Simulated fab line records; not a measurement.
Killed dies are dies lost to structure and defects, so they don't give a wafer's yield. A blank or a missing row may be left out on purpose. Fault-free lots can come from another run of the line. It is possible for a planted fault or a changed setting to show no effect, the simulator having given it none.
Split-lot experiment :: flow n5 finfet :: 21 wafers read across 7 lots, on a route 1938 steps long

## THE SPLIT
At N5_BEOL_M1_TRENCH_ETCH_37 (etches SiOC in C4F6/O2, target depth 55.207 nm, time 29 s), the setting source w was moved away from the recipe's 355 W on 5 of the 21 wafers read, by -14.4% to +16.6%. This setting was run at the recipe's value on the other wafers.

## FROM THE SPLIT TO THE READING: what the file shows between them, 2 steps
- N5_BEOL_M1_ETCH_41: etches SiCN in CH3F/O2, target depth 31.9 nm, time 57.8 s
- N5_BEOL_M1_STRIP_97: strips in N2/H2, time 10 s

## THE READING
trench depth nm, in nm, at N5_BEOL_M1_OCD_MEAS_38. Fault-free wafers of this fab line usually give 53.9 nm, standard deviation 1 nm.

wafer: L076.1
tool, chamber at the split: rie diel-01, 2
source w as run, W: 414.1
against the recipe: +16.6%
trench depth nm, nm: 58.8
against lot-mates on the recipe: +6.5

wafer: L076.2
tool, chamber at the split: rie diel-01, 1
source w as run, W: 414.1
against the recipe: +16.6%
trench depth nm, nm: 58.4
against lot-mates on the recipe: +6.1

wafer: L076.5
tool, chamber at the split: rie diel-01, 3
source w as run, W: 355
against the recipe: recipe
trench depth nm, nm: 52.3
against lot-mates on the recipe: -

wafer: L078.1
tool, chamber at the split: rie diel-06, 2
source w as run, W: 355
against the recipe: recipe
trench depth nm, nm: 54.0
against lot-mates on the recipe: -

wafer: L078.3
tool, chamber at the split: rie diel-06, 0
source w as run, W: 355
against the recipe: recipe
trench depth nm, nm: 51.9
against lot-mates on the recipe: -

wafer: L078.6
tool, chamber at the split: rie diel-06, 2
source w as run, W: 355
against the recipe: recipe
trench depth nm, nm: 53.8
against lot-mates on the recipe: -

wafer: L081.1
tool, chamber at the split: rie diel-06, 3
source w as run, W: 355
against the recipe: recipe
trench depth nm, nm: 53.3
against lot-mates on the recipe: -

wafer: L081.4
tool, chamber at the split: rie diel-06, 2
source w as run, W: 355
against the recipe: recipe
trench depth nm, nm: 53.5
against lot-mates on the recipe: -

wafer: L081.5
tool, chamber at the split: rie diel-06, 3
source w as run, W: 355
against the recipe: recipe
trench depth nm, nm: 53.9
against lot-mates on the recipe: -

wafer: L086.1
tool, chamber at the split: rie diel-01, 1
source w as run, W: 355
against the recipe: recipe
trench depth nm, nm: 54.7
against lot-mates on the recipe: -

wafer: L086.3
tool, chamber at the split: rie diel-01, 0
source w as run, W: 355
against the recipe: recipe
trench depth nm, nm: 54.5
against lot-mates on the recipe: -

wafer: L086.6
tool, chamber at the split: rie diel-01, 1
source w as run, W: 355
against the recipe: recipe
trench depth nm, nm: 54.8
against lot-mates on the recipe: -

wafer: L093.1
tool, chamber at the split: rie diel-02, 1
source w as run, W: 355
against the recipe: recipe
trench depth nm, nm: 53.2
against lot-mates on the recipe: -

wafer: L093.5
tool, chamber at the split: rie diel-02, 2
source w as run, W: 333.8
against the recipe: -6.0%
trench depth nm, nm: 50.9
against lot-mates on the recipe: -2.3

wafer: L093.6
tool, chamber at the split: rie diel-02, 1
source w as run, W: 355
against the recipe: recipe
trench depth nm, nm: 53.2
against lot-mates on the recipe: -

wafer: L094.1
tool, chamber at the split: rie diel-01, 3
source w as run, W: 355
against the recipe: recipe
trench depth nm, nm: 51.7
against lot-mates on the recipe: -

wafer: L094.2
tool, chamber at the split: rie diel-01, 0
source w as run, W: 355
against the recipe: recipe
trench depth nm, nm: 54.9
against lot-mates on the recipe: -

wafer: L094.6
tool, chamber at the split: rie diel-01, 1
source w as run, W: 355
against the recipe: recipe
trench depth nm, nm: 54.0
against lot-mates on the recipe: -

wafer: L095.2
tool, chamber at the split: rie diel-06, 1
source w as run, W: 355
against the recipe: recipe
trench depth nm, nm: 55.2
against lot-mates on the recipe: -

wafer: L095.3
tool, chamber at the split: rie diel-06, 0
source w as run, W: 303.9
against the recipe: -14.4%
trench depth nm, nm: 49.7
against lot-mates on the recipe: -5.5

wafer: L095.4
tool, chamber at the split: rie diel-06, 2
source w as run, W: 303.9
against the recipe: -14.4%
trench depth nm, nm: 50.3
against lot-mates on the recipe: -4.9

FIT RESULTS
A straight line over all 21 wafers: trench depth nm changes by +0.285 nm for each +1% of source w; r = +0.90; the points scatter about the line by 0.99 nm.
The same after taking each lot's own level away (the mean of its wafers on the recipe; 21 wafers): +0.372 nm for each +1%; r = +0.97; scatter 0.68 nm.
The reading moves by 6.2 nm for the largest change in source w, on that fit.
The lots' own levels span 52.30 to 55.20 nm, that is 2.9 times the standard deviation above.
Hence the slope depends on the lot-to-lot level, as the two fits are not the same.
Check: +6.07 nm against its lot-mates is what the line predicts for one of the wafers moved furthest among these (+16.6%) when that wafer is left out of the fit. Against them it came out at +6.5 nm.

## OTHER SPLITS ON THESE WAFERS
These wafers also went through other splits before the reading. Each is held against what the fit with the lots' levels taken away leaves over:
other split on the same wafers: N5_MOL_CONTACT_COAG_COAT_75 spin rpm
wafers away from the commonest value: 6
r with trench depth nm (lot level and that fit taken away): -0.10

other split on the same wafers: N5_BEOL_M0_SAQP_PEB_12 peb time s
wafers away from the commonest value: 6
r with trench depth nm (lot level and that fit taken away): -0.03

other split on the same wafers: N5_BEOL_M0_SAQP_ETCH_84 time s
wafers away from the commonest value: 6
r with trench depth nm (lot level and that fit taken away): -0.04

other split on the same wafers: N5_BEOL_M0_ETCH_109 bias w
wafers away from the commonest value: 4
r with trench depth nm (lot level and that fit taken away): -0.12

## THE WHOLE CHAIN: every reading that the file lists as answering this split, in the file's order
step: N5_BEOL_M1_TRENCH_ETCH_37
what it does: etches SiOC in C4F6/O2, target depth 55.207 nm, time 29 s
reading: etch.depth nm (the simulator's own value, which no gauge read)
change (the file's fit): +0.35 nm for each +1% of the setting
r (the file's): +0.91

step: N5_BEOL_M1_TRENCH_ETCH_37
what it does: etches SiOC in C4F6/O2, target depth 55.207 nm, time 29 s
reading: BEOL_M1.feature depth nm (the simulator's own value, which no gauge read)
change (the file's fit): +0.349 nm for each +1% of the setting
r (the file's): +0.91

step: N5_BEOL_M1_OCD_MEAS_38
what it does: 
reading: trench depth nm
change (the file's fit): +0.372 nm for each +1% of the setting
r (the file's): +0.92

## FILE'S OWN FIT
trench depth nm changes by +0.372 nm for each +1% of source w, r = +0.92.
